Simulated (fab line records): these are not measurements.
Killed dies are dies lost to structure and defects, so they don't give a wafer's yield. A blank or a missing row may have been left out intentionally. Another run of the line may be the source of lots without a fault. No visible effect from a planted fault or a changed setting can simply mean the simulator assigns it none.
fab line records | flow n5_finfet | part 2 of 2: steps 22 to 28 of 28
record: lots: 5 | wafers: 15 | last_day: 18
route steps=1938 shown GATE_CUT@516 MOL_CONTACT_COAG@517
lots untouched by any fault: they come from a run of this same line in which no faults occurred
start_h: the number of hours between the record's first day and the start of the first shown wafer of the lot | wait_h: hours since the lot's step before | " the same as in the row above | L1.1+2: a row that stands for several wafers | - no value, or no start given | * or withheld: withheld | < > ~ a bound
route shown NAME@n: a module of which the file shows steps, and the number in the route of the first | usual: average and standard deviation across the fault-free wafers | same: alike in all rows | chamber/n: place in a boat | sites: readings site by site | _std_site: the values' standard deviation | _edge_site: inner sites' mean taken away from outer sites' mean | radius_mm: for every site, how far away it sits from the centre of the wafer | mask NAME#n: copy n | behind: the tool/chamber that last shaped the wafer | hold: reason for holding the lot/hours on hold/outcome of the hold | device: names the non-switching transistor (n, p or np) | end of line: the tests these same wafers got at the end of their route | a step with no rows: only its recipe | killed: not the wafer's yield, but the dies lost to structure and defects at the first sort | map: a wafer's dies, x killed, . not, _ none there
set.NAME: the run value of the setting; set.NAME@STEP: its run value at that earlier step | model.NAME: the simulator's own value behind a step, which no gauge read
certain route steps with their lots: each step a table, each wafer a row
services: the hour from which a tool's chamber was out of use, counted from the record's first day as start_h (under 0 if before that day), plus the number of hours and why
== steps ==
step: N5_MOL_CONTACT_COAG_ETCH_15
recipe: chemistry: CH3F/O2 | target: SiNx | target_depth_a: 70 | mask_material: SOC | stop_on: Si:P | over_etch_frac: 0.75 | ion_energy_ev: 120 | pressure_mtorr: 30 | source_w: 395 | bias_w: 73 | Ar_flow_sccm: 150 | CH3F_flow_sccm: 30 | O2_flow_sccm: 20
usual: drypump_motor_current_A: 5.7/0.39 | mfc_ar_sccm: 150.0/0.46 | oes_product_au: 0.58/0.07 | rf_vpp_V: 298/6.3 | showerhead_plenum_p_Torr: 2.02/0.075 | throttle_valve_pct: 16.37/0.26
lot.wafer | tool        | chamber | start_h | wait_h | drypump_motor_current_A | mfc_ar_sccm | oes_product_au | rf_hours_counter_h | rf_vpp_V | showerhead_plenum_p_Torr | throttle_valve_pct
L078.2    | rie_diel-03 | 0       | 115.06  | 0.0    | 6.2                     | 150.0       | 0.52           | 173                | 301      | 2.08                     | 16.52
L078.4    | "           | 1       | "       | "      | 6.1                     | 150.7       | 0.50           | -                  | 294      | 1.97                     | 16.20
L078.5    | "           | 2       | "       | "      | 5.2                     | 150.0       | 0.52           | -                  | 294      | 1.99                     | 16.67
L082.3    | rie_diel-05 | 1       | 138.32  | 0.0    | 5.5                     | 149.0       | 0.51           | 221                | 291      | 1.97                     | 16.49
L082.4    | "           | 3       | "       | "      | 6.1                     | 149.6       | 0.54           | 196                | 287      | 1.89                     | 16.30
L082.6    | "           | 1       | "       | "      | 5.5                     | 150.1       | 0.51           | -                  | 290      | 1.97                     | 16.49
L087.1    | rie_diel-03 | 0       | 170.04  | 0.0    | 6.2                     | 149.8       | 0.52           | 201                | 300      | 2.07                     | 16.58
L087.2    | "           | 2       | "       | "      | 5.2                     | 149.5       | 0.50           | 249                | 296      | 1.98                     | 16.73
L087.3    | "           | 1       | "       | "      | 6.1                     | 150.4       | 0.49           | 280                | 296      | 1.96                     | 16.26
L090.3    | rie_diel-05 | 3       | 184.71  | 0.0    | 6.1                     | 149.5       | 0.53           | 204                | 287      | 1.89                     | 16.32
L090.4    | "           | 1       | "       | "      | 5.5                     | 150.2       | 0.51           | 231                | 291      | 1.96                     | 16.51
L090.6    | "           | 3       | "       | "      | 6.1                     | 150.0       | 0.53           | -                  | 287      | 1.89                     | 16.32
L094.2    | rie_diel-05 | 2       | 210.88  | 0.0    | 6.1                     | 150.4       | 0.54           | 183                | 303      | 2.07                     | 16.58
L094.3    | "           | 1       | "       | "      | 5.5                     | 150.0       | 0.51           | 240                | 290      | 1.96                     | 16.53
L094.6    | "           | 1       | "       | "      | 5.5                     | 149.7       | 0.49           | -                  | 292      | 1.96                     | 16.53
step: N5_MOL_CONTACT_COAG_ETCH_110
recipe: chemistry: CF4/O2 | target: Si | target_depth_a: 25 | time_s: 8 | pressure_mtorr: 100 | source_w: 200 | bias_w: 12 | ion_energy_ev: 60 | Ar_flow_sccm: 100 | cf4_flow_sccm: 100 | O2_flow_sccm: 10
usual: drypump_motor_current_A: 5.7/0.39 | mfc_ar_sccm: 100.02/0.29 | oes_product_au: 0.79/0.1 | rf_vpp_V: 128.0/2.9 | showerhead_plenum_p_Torr: 2.25/0.079 | throttle_valve_pct: 10.8/0.31
lot.wafer | tool        | chamber | start_h | wait_h | drypump_motor_current_A | mfc_ar_sccm | oes_product_au | rf_hours_counter_h | rf_vpp_V | showerhead_plenum_p_Torr | throttle_valve_pct
L078.2    | rie_diel-03 | 0       | 115.12  | 0.0    | 6.2                     | 100.05      | 0.72           | 173                | 130.5    | 2.31                     | 11.0
L078.4    | "           | 1       | "       | "      | 6.1                     | 100.03      | 0.69           | -                  | 126.0    | 2.20                     | 10.8
L078.5    | "           | 2       | "       | "      | 5.2                     | 100.10      | 0.70           | -                  | 125.0    | 2.21                     | 11.1
L082.3    | rie_diel-05 | 1       | 138.38  | 0.0    | 5.5                     | 100.09      | 0.67           | 221                | 123.3    | 2.20                     | 11.1
L082.4    | "           | 3       | "       | "      | 6.1                     | 99.88       | 0.73           | 196                | 123.6    | 2.12                     | 10.9
L082.6    | "           | 1       | "       | "      | 5.5                     | 99.91       | 0.67           | -                  | 125.4    | 2.20                     | 11.1
L087.1    | rie_diel-03 | 0       | 170.10  | 0.0    | 6.2                     | 99.91       | 0.69           | 201                | 131.6    | 2.30                     | 11.1
L087.2    | "           | 2       | "       | "      | 5.2                     | 100.50      | 0.69           | 249                | 128.3    | 2.20                     | 11.2
L087.3    | "           | 1       | "       | "      | 6.1                     | 99.97       | 0.67           | 280                | 125.9    | 2.19                     | 10.9
L090.3    | rie_diel-05 | 3       | 184.77  | 0.0    | 6.1                     | 99.86       | 0.72           | 204                | 123.0    | 2.12                     | 10.9
L090.4    | "           | 1       | "       | "      | 5.5                     | 100.02      | 0.67           | 231                | 124.5    | 2.20                     | 11.1
L090.6    | "           | 3       | "       | "      | 6.1                     | 100.01      | 0.72           | -                  | 122.8    | 2.12                     | 10.9
L094.2    | rie_diel-05 | 2       | 210.94  | 0.0    | 6.1                     | 99.28       | 0.72           | 183                | 129.9    | 2.29                     | 11.0
L094.3    | "           | 1       | "       | "      | 5.5                     | 100.04      | 0.65           | 240                | 125.7    | 2.19                     | 11.1
L094.6    | "           | 1       | "       | "      | 5.5                     | 99.77       | 0.66           | -                  | 126.2    | 2.19                     | 11.1
step: N5_MOL_CONTACT_COAG_STRIP_98
recipe: chemistry: N2/H2 | power_w: 500 | temp_c: 40 | pressure_mtorr: 50 | rf_frequency_hz: 6e+07 | overash_fraction: 0.3 | bias_power_w: 8 | h2_frac: 0.5 | n2_flow_sccm: 300 | h2_flow_sccm: 300
usual: drypump_motor_current_A: 5.7/0.39 | oes_product_au: 0.79/0.099 | rf_vpp_V: 54.3/1.5 | showerhead_plenum_p_Torr: 3.40/0.12 | throttle_valve_pct: 18.87/0.24
lot.wafer | tool        | chamber | start_h | wait_h | drypump_motor_current_A | oes_product_au | rf_hours_counter_h | rf_vpp_V | showerhead_plenum_p_Torr | throttle_valve_pct
L078.2    | rie_diel-03 | 0       | 115.17  | 0.0    | 6.2                     | 0.72           | 173                | 54.3     | 3.48                     | 19.03
L078.4    | "           | 1       | "       | "      | 6.1                     | 0.69           | -                  | 53.7     | 3.33                     | 18.87
L078.5    | "           | 2       | "       | "      | 5.2                     | 0.70           | -                  | 54.6     | 3.31                     | 18.85
L082.3    | rie_diel-05 | 1       | 138.43  | 0.0    | 5.5                     | 0.68           | 221                | 52.9     | 3.30                     | 18.90
L082.4    | "           | 3       | "       | "      | 6.2                     | 0.72           | 196                | 51.9     | 3.19                     | 18.76
L082.6    | "           | 1       | "       | "      | 5.5                     | 0.68           | -                  | 53.4     | 3.30                     | 18.86
L087.1    | rie_diel-03 | 0       | 170.15  | 0.0    | 6.2                     | 0.69           | 201                | 53.8     | 3.47                     | 19.08
L087.2    | "           | 2       | "       | "      | 5.2                     | 0.69           | 249                | 55.5     | 3.29                     | 18.90
L087.3    | "           | 1       | "       | "      | 6.1                     | 0.66           | 280                | 53.7     | 3.31                     | 18.95
L090.3    | rie_diel-05 | 3       | 184.82  | 0.0    | 6.2                     | 0.73           | 204                | 54.2     | 3.19                     | 18.76
L090.4    | "           | 1       | "       | "      | 5.5                     | 0.67           | 231                | 54.9     | 3.29                     | 18.89
L090.6    | "           | 3       | "       | "      | 6.1                     | 0.74           | -                  | 55.8     | 3.19                     | 18.77
L094.2    | rie_diel-05 | 2       | 210.99  | 0.0    | 6.1                     | 0.72           | 183                | 53.9     | 3.47                     | 18.92
L094.3    | "           | 1       | "       | "      | 5.5                     | 0.67           | 240                | 56.0     | 3.29                     | 18.88
L094.6    | "           | 1       | "       | "      | 5.5                     | 0.68           | -                  | 53.5     | 3.29                     | 18.90
step: N5_MOL_CONTACT_COAG_CD_MEAS_99
recipe: target_cd_nm: 17.2 | polarity: opening
usual: cd_nm: 17.1/0.38
lot.wafer | tool      | chamber | start_h | wait_h | cd_nm
L078.2    | cd_sem-03 | -       | 115.24  | -      | 17.7
L078.4    | "         | -       | "       | "      | 17.3
L078.5    | "         | -       | "       | "      | 16.7
L082.3    | cd_sem-03 | -       | 138.51  | -      | 17.7
L082.4    | "         | -       | "       | "      | 17.2
L082.6    | "         | -       | "       | "      | 17.1
L087.1    | cd_sem-01 | -       | 170.22  | -      | 17.4
L087.2    | "         | -       | "       | "      | 17.3
L087.3    | "         | -       | "       | "      | 18.0
L090.3    | cd_sem-02 | -       | 184.90  | -      | 17.1
L090.4    | "         | -       | "       | "      | 17.4
L090.6    | "         | -       | "       | "      | 17.8
L094.2    | cd_sem-01 | -       | 211.07  | -      | 16.9
L094.3    | "         | -       | "       | "      | 16.9
L094.6    | "         | -       | "       | "      | 17.3
step: N5_MOL_CONTACT_COAG_IMPLANT_129
recipe: species: Ge | energy_kev: 3 | dose_cm2: 6e+14 | tilt_deg: 0 | rotation_deg: 0
usual: end_station_pressure_torr: 6.1e-06/3.2e-07
lot.wafer | tool         | chamber | start_h | wait_h | end_station_pressure_torr
L078.2    | implanter-02 | 0       | 115.30  | 0.1    | 6e-06
L078.4    | "            | 0       | "       | "      | 6.6e-06
L078.5    | "            | 0       | "       | "      | 6.7e-06
L082.3    | implanter-02 | 0       | 138.61  | 0.1    | 6.3e-06
L082.4    | "            | 0       | "       | "      | 6.3e-06
L082.6    | "            | 0       | "       | "      | 5.9e-06
L087.1    | implanter-02 | 0       | 170.25  | 0.0    | 5.8e-06
L087.2    | "            | 0       | "       | "      | 6.3e-06
L087.3    | "            | 0       | "       | "      | 6.2e-06
L090.3    | implanter-02 | 0       | 184.99  | 0.1    | 6.3e-06
L090.4    | "            | 0       | "       | "      | 6.2e-06
L090.6    | "            | 0       | "       | "      | 5.8e-06
L094.2    | implanter-02 | 0       | 211.14  | 0.1    | 5.9e-06
L094.3    | "            | 0       | "       | "      | 6.3e-06
L094.6    | "            | 0       | "       | "      | 6.2e-06
step: N5_MOL_CONTACT_COAG_PRECLEAN_111
recipe: chemistry: NF3:NH3 | afs_cycles: 1 | temp_c: 30 | time_s: 20 | sublimation_temp_c: 180 | sublimation_time_s: 60 | pressure_torr: 3 | rf_power_w: 30
lot.wafer  | tool             | chamber | start_h | wait_h
L078.2+4+5 | remote_plasma-02 | 0       | 116.38  | 1.1
L082.3+4+6 | remote_plasma-01 | 0       | 138.84  | 0.2
L087.1+2+3 | remote_plasma-02 | 1       | 172.77  | 2.5
L090.3+4+6 | remote_plasma-01 | 1       | 185.20  | 0.2
L094.2+3+6 | remote_plasma-01 | 1       | 212.13  | 1.0
step: N5_MOL_CONTACT_COAG_TI_SIL_19
recipe: material: Ti | target_thk_a: 42 | temp_c: 200 | chamber_pressure_pa: 5 | power_w: 5000 | time_s: 15
usual: susceptor_temp_C: 199.97/0.15 | throttle_valve_pct: 30.4/1.3
lot.wafer | tool           | chamber | start_h | wait_h | susceptor_temp_C | throttle_valve_pct
L078.2    | pvd_sputter-03 | -       | 116.76  | 0.3    | 200.19           | 28.8
L078.4    | "              | -       | "       | "      | 200.03           | 30.3
L078.5    | "              | -       | "       | "      | 200.12           | 29.0
L082.3    | pvd_sputter-01 | -       | 139.05  | 0.2    | 200.15           | 31.4
L082.4    | "              | -       | "       | "      | 200.05           | 32.3
L082.6    | "              | -       | "       | "      | 199.43           | 31.0
L087.1    | pvd_sputter-03 | -       | 173.21  | 0.4    | 199.80           | 29.4
L087.2    | "              | -       | "       | "      | 199.98           | 28.6
L087.3    | "              | -       | "       | "      | 200.03           | 27.5
L090.3    | pvd_sputter-02 | -       | 185.35  | 0.1    | 200.00           | 30.0
L090.4    | "              | -       | "       | "      | 200.18           | 31.9
L090.6    | "              | -       | "       | "      | 199.99           | 31.8
L094.2    | pvd_sputter-03 | -       | 212.37  | 0.2    | 199.87           | 30.3
L094.3    | "              | -       | "       | "      | 200.01           | 27.3
L094.6    | "              | -       | "       | "      | 199.74           | 30.7
== services ==
tool           | chamber | start_h | hours | kind
euv_scanner-02 | 0       | 91.98   | -     | calibration
euv_scanner-02 | -       | 94.54   | 0.2   | repair
euv_scanner-02 | -       | 112.75  | 0.2   | repair
euv_scanner-02 | -       | 114.87  | 4.6   | pm
litho_track-01 | -       | 117.70  | -     | consumable_replace:filter
euv_scanner-01 | -       | 118.59  | 1.9   | repair
euv_scanner-02 | -       | 129.40  | 1.0   | pm
pvd_sputter-03 | -       | 133.80  | 2.7   | repair
euv_scanner-01 | -       | 135.83  | 4.6   | pm
litho_track-02 | -       | 136.03  | -     | consumable_replace:filter
euv_scanner-01 | 0       | 145.79  | -     | calibration
rie_diel-05    | -       | 147.61  | 14.6  | pm
rie_diel-05    | 0       | 175.21  | 1.2   | repair
euv_scanner-01 | -       | 176.18  | 1.0   | pm
euv_scanner-02 | -       | 185.55  | 1.0   | pm
rie_diel-03    | 1       | 192.64  | -     | clean
rie_diel-03    | 1       | 192.64  | -     | consumable_replace:focus_ring
rie_diel-03    | 1       | 192.64  | 15.9  | scheduled_down
rie_diel-03    | 1       | 192.64  | 15.9  | vent_cycle
rie_diel-03    | 2       | 208.58  | -     | clean
rie_diel-03    | 2       | 208.58  | -     | consumable_replace:focus_ring
rie_diel-03    | 2       | 208.58  | 19.2  | scheduled_down
rie_diel-03    | 2       | 208.58  | 19.2  | vent_cycle
